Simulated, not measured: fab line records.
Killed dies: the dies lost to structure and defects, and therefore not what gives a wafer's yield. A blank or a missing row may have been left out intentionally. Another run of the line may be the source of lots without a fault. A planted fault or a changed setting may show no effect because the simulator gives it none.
A lot that was struck, set against a sound lot | flow n5Finfet | 14 out of 1938 route steps
Sound: the wafers L108.2, L108.5, L108.6. The struck wafers were L113.1, L113.2, L113.5. The cause comes at the end.
Per side, at each step with rows, come the tool, then ch with its chambers, and then its first start. Under that, the readings that differ: sound wafers | struck wafers | difference of the means | sigmas: that difference in standard deviations of wafers without a fault.
alike: words and numbers the same on both sides, and readings whose means are apart by under 2 such deviations; not compared: readings that were withheld, readings missing a value for some wafer, numbers with overlapping values and no deviation given by the record, and bounds like >300 which may hide the same value.
Wherever a step has rows on one side only, a row that says differs or no value, or a row with sigmas, the two part there. Non-overlapping numbers with no deviation appear without sigmas and do not part them. Lack of a reading on every wafer of one side parts them only where that side has two or more wafers.

N5_BEOL_M8_OVL_MEAS_12:
  sound on overlay-02 ch 0, day 12 21:38; struck on overlay-02 ch 0, day 13 20:11
  alike: M8_OVL
N5_BEOL_M8_INSPECT_13: inspects for defects (brightfield).
  sound on defectInspect-01, day 12 21:40; struck on defectInspect-01, day 13 20:12
  alike: rawDefectCount
N5_BEOL_M8_DESCUM_16: chemistry O2, time 7.9 s.
  sound on rieDiel-03 ch 1,2,3, day 12 21:53; struck on rieDiel-01 ch 1,3, day 13 20:28
reading              | sound             | struck            | difference | sigmas
throttleValvePct (%) | 20.63 20.56 20.80 | 20.21 19.92 19.92 | -0.65      | -2
  alike: biasPowerW, drypumpMotorCurrentA, oesProductAu, rfVppV, showerheadPlenumPTorr
  not compared: rfHoursCounterH
N5_BEOL_M8_ETCH_61: etches SiARC in CF4, target depth 45.5 nm, time 75.8 s.
  sound on rieDiel-03 ch 1,2,3, day 12 21:56; struck on rieDiel-01 ch 1,3, day 13 20:30
reading              | sound             | struck            | difference | sigmas
throttleValvePct (%) | 15.67 15.74 15.88 | 15.37 15.24 15.25 | -0.48      | -2
  alike: drypumpMotorCurrentA, etchRfOnTimeS, mfcArSccm, oesProductAu, rfVppV, showerheadPlenumPTorr
  not compared: rfHoursCounterH
N5_BEOL_M8_ETCH_62: etches SOC in N2/H2, target depth 110 nm, overetch 22 nm, time 165 s.
  sound on rieDiel-03 ch 1,2,3, day 12 21:59; struck on rieDiel-01 ch 1,3, day 13 20:33
reading              | sound             | struck            | difference | sigmas
throttleValvePct (%) | 17.70 17.95 18.25 | 17.58 17.16 17.18 | -0.66      | -2
  alike: drypumpMotorCurrentA, oesProductAu, rfVppV, showerheadPlenumPTorr
  not compared: rfHoursCounterH
then, 1 step without rows for these wafers: N5_BEOL_M8_STRIP_68 (strips in N2/H2).
N5_BEOL_M8_STRIP_67: strips in CF4.
  sound on rieDiel-03 ch 1,2,3, day 12 22:08; struck on rieDiel-01 ch 1,3, day 13 20:42
reading              | sound             | struck            | difference | sigmas
throttleValvePct (%) | 13.60 13.81 13.80 | 13.37 13.19 13.19 | -0.49      | -2
  alike: biasPowerW, drypumpMotorCurrentA, oesProductAu, rfVppV, showerheadPlenumPTorr
  not compared: rfHoursCounterH
N5_BEOL_M8_HM_OPEN_17: chemistry Cl2/BCl3, target TiN, target depth 20 nm, overetch 6 nm.
  sound on rieMetal-01 ch 0,1, day 12 22:10; struck on rieMetal-02 ch 0,1, day 13 20:45
  alike: drypumpMotorCurrentA, mfcArSccm, oesProductAu, throttleValvePct
  not compared: rfHoursCounterH
then, 1 step without rows for these wafers: N5_BEOL_M8_STRIP_19 (strips in O2).
N5_BEOL_M8_CD_MEAS_18: pitch 80 nm, target cd 40 nm.
  sound on cdSem-03, day 12 22:24; struck on cdSem-03, day 13 20:56
  alike: cdNm
then, 2 steps without rows for these wafers: N5_BEOL_M8_COAT_63 (time 60 s, resist thk 60 nm); N5_BEOL_M8_COAT_64 (time 60 s, resist thk 12 nm).
N5_BEOL_M8_COAT_71: time 60 s, resist thk 5 nm.
  sound on lithoTrack-05 ch 0, day 13 03:27; struck on lithoTrack-01 ch 0, day 13 22:07
reading               | sound                | struck               | difference | sigmas
heaterPowerTotalW (W) | 391.1 389.7 390.9    | 388.4 386.2 386.7    | -3.5       | -3
plateTempC (C)        | 205.21 204.86 205.06 | 202.70 202.78 202.85 | -2.27      | -14
  alike: spinSpeedRpm
then, 1 step without rows for these wafers: N5_BEOL_M8_COAT_22 (resist thk 30 nm).

WHERE THEY PART
Earliest at N5_BEOL_M8_DESCUM_16; latest, in this record, at N5_BEOL_M8_COAT_71.

WHY: whatever the simulator had introduced
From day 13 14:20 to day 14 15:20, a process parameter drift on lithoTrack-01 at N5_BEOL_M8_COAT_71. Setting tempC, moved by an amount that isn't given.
